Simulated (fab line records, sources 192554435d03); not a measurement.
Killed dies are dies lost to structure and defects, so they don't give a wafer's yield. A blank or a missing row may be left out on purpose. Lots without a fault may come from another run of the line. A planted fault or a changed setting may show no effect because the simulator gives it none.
Which tool did it? | flow n5_finfet | 10 lots, 28 wafers sampled, at 4 steps of a route of 1938

WHAT THE GAUGES READ, wafer by wafer
N5_BEOL_M4_RC_MEAS_101.
lot  | measured     | on        | DIBL_N (mV/V)  | DIBL_P (mV/V)  | IOFF_N (nA/um) | IOFF_P (nA/um) | ION_N (uA/um) | ION_P (uA/um) | SS_N (mV/dec)  | SS_P (mV/dec)  | VT_N (mV)   | VT_P (mV)
L760 | day 8 09:48  | prober-01 | 36.6 35.3 35.0 | 36.9 34.8 34.3 | 0.16 0.14 0.13 | 0.21 0.18 0.19 | 677 687 670   | 460 471 463   | 71.8 70.9 71.4 | 72.8 72.4 72.1 | 248 249 249 | -249 -251 -249
L761 | day 9 04:04  | prober-02 | 36.6 35.0 37.3 | 35.9 33.7 37.3 | 0.18 0.14 0.20 | 0.23 0.18 0.25 | 688 659 688   | 476 447 469   | 71.7 71.1 71.7 | 73.7 72.8 74.3 | 245 251 241 | -248 -252 -246
L762 | day 9 07:08  | prober-02 | 32.9 34.0 33.6 | 33.1 35.1 35.0 | 0.10 0.12 0.10 | 0.15 0.18 0.17 | 650 658 643   | 449 463 454   | 71.1 71.1 70.4 | 71.9 72.5 73.3 | 256 254 257 | -252 -250 -252
L764 | day 9 14:08  | prober-01 | 34.8 35.7 35.7 | 34.5 36.2 36.0 | 0.13 0.16 0.16 | 0.20 0.22 0.23 | 665 680 675   | 456 470 476   | 71.7 71.5 71.6 | 72.6 73.6 72.8 | 248 248 249 | -251 -246 -249
L769 | day 11 05:33 | prober-01 | 38.2 35.1 32.3 | 39.7 34.7 31.9 | 0.21 0.14 0.10 | 0.33 0.23 0.18 | 696 664 664   | 486 467 468   | 71.9 71.1 70.6 | 73.6 73.7 70.9 | 245 249 255 | -240 -247 -249
L770 | day 11 16:47 | prober-02 | 34.5 37.8 36.8 | 37.1 40.2 39.5 | 0.17 0.21 0.19 | 0.26 0.30 0.29 | 700 692 701   | 483 479 482   | 71.5 72.4 71.1 | 73.2 73.9 73.4 | 245 248 248 | -246 -243 -244
L772 | day 11 22:15 | prober-01 | 38.9 39.1      | 38.2 38.8      | 0.21 0.21      | 0.26 0.28      | 693 697       | 479 473       | 72.0 71.6      | 73.1 74.4      | 242 247     | -246 -244
L779 | day 13 08:14 | prober-02 | 39.0 39.5      | 38.9 40.1      | 0.17 0.18      | 0.20 0.21      | 664 679       | 453 456       | 72.7 72.6      | 74.4 73.8      | 254 256     | -252 -253
L778 | day 13 09:20 | prober-02 | 38.8 36.6 33.3 | 35.0 34.5 30.0 | 0.19 0.15 0.10 | 0.21 0.21 0.16 | 685 670 654   | 461 461 456   | 71.5 71.7 70.7 | 73.3 73.6 71.6 | 249 250 254 | -251 -249 -252
L780 | day 13 10:43 | prober-01 | 36.4 37.7 38.0 | 34.9 37.5 37.4 | 0.14 0.19 0.18 | 0.19 0.22 0.24 | 669 682 678   | 456 464 461   | 71.8 71.5 72.2 | 72.9 74.7 74.3 | 253 247 250 | -251 -251 -246

N5_MIM_BOT_LITHO_INSPECT_12: inspects for defects (macro).
lot  | measured     | on                | raw_defect_count
L760 | day 12 16:01 | defect_inspect-02 | 2 1 5
L761 | day 13 00:34 | defect_inspect-02 | 3 3 3
L762 | day 13 10:16 | defect_inspect-01 | 0 2 0
L764 | day 13 15:19 | defect_inspect-01 | 2 1 0
L769 | day 15 05:48 | defect_inspect-02 | 2 0 1
L770 | day 15 06:05 | defect_inspect-01 | 3 1 3
L772 | day 16 10:28 | defect_inspect-01 | 1 1
L779 | day 17 06:47 | defect_inspect-01 | 1 2
L778 | day 17 16:04 | defect_inspect-02 | 4 5 1
L780 | day 17 09:12 | defect_inspect-01 | 2 2 2

N5_PASSIVATION_INSPECT_61: inspects for defects (macro).
lot  | measured     | on                | raw_defect_count
L760 | day 12 21:20 | defect_inspect-01 | 1 1 2
L761 | day 13 02:24 | defect_inspect-01 | 1 2 5
L762 | day 13 11:38 | defect_inspect-01 | 2 0 2
L764 | day 13 19:05 | defect_inspect-01 | 1 3 2
L769 | day 15 09:28 | defect_inspect-01 | 2 2 0
L770 | day 15 10:53 | defect_inspect-02 | 2 0 5
L772 | day 16 15:19 | defect_inspect-02 | 2
L779 | day 17 08:35 | defect_inspect-02 | 0
L778 | day 17 18:37 | defect_inspect-02 | 2 1
L780 | day 17 12:04 | defect_inspect-01 | 3 3 2

WHICH TOOL RAN EACH LOT (tool, then ch and the chambers of the sampled wafers, then the start)
lot  | N5_PASSIVATION_PECVD_01
L760 | pecvd-01 ch 1,2, day 12 16:58
L761 | pecvd-04 ch 0,1,2, day 13 01:33
L762 | pecvd-04 ch 0,1,2, day 13 11:13
L764 | pecvd-04 ch 1,2, day 13 16:28
L769 | pecvd-04 ch 0,1, day 15 06:47
L770 | pecvd-02 ch 0,1,2, day 15 07:02
L772 | pecvd-04 ch 1, day 16 11:26
L779 | pecvd-04 ch 1,2, day 17 08:10
L778 | pecvd-04 ch 1,2, day 17 18:11
L780 | pecvd-01 ch 1,2, day 17 10:14
- N5_PASSIVATION_PECVD_01: deposits SiNx from SiH4/NH3/N2, target thk 200 nm, time 43.2 s.

WHAT THE TOOLS THEMSELVES READ (means of the sampled wafers that have a number; where no wafer has one, the mark that the record gives instead)
N5_PASSIVATION_PECVD_01.
lot  | tool     | heater_power_w (W) | showerhead_plenum_p_Torr (Torr) | susceptor_temp_C (C) | throttle_valve_pct (%)
L760 | pecvd-01 | 489                | 8.60                            | 400.17               | 28.1
L761 | pecvd-04 | 346                | 8.68                            | 400.22               | 30.3
L762 | pecvd-04 | 299                | 8.67                            | 400.09               | 30.3
L764 | pecvd-04 | 270                | 8.66                            | 400.01               | 28.6
L769 | pecvd-04 | 405                | 8.75                            | 399.88               | 30.2
L770 | pecvd-02 | 327                | 8.62                            | 399.98               | 29.3
L772 | pecvd-04 | 384                | 8.83                            | 400.32               | 28.6
L779 | pecvd-04 | 368                | 8.72                            | 400.19               | 28.9
L778 | pecvd-04 | 354                | 8.68                            | 399.99               | 29.0
L780 | pecvd-01 | 504                | 8.58                            | 400.23               | 28.3

THE ANSWER, worked out from the rows above alone
Rule: what is usual is taken from the lots themselves. Put in order of their means at a reading, lots are off if they are a third of the lots or fewer, leave a main group of 4 or more, and stand apart from it by a gap of 3 or more times the standard deviation of the main group's means; of several such gaps the widest counts. A main group whose means are all the same, to the digits that the tables above print for the reading, isn't used. A lot without any number at a reading at which 4 lots or more have one is off too. The other lots that the step has rows for count as sound. The gauges are gone through in route order, then the tools' own readings, and for those a lot's mean is taken as printed above. The first step at which some lot is off is used, and at that step the reading that is off furthest; a lot without a number counts as furthest.
No lot is off at any reading shown: from this, nothing can be told.

WHAT THE SIMULATOR HAD PUT IN
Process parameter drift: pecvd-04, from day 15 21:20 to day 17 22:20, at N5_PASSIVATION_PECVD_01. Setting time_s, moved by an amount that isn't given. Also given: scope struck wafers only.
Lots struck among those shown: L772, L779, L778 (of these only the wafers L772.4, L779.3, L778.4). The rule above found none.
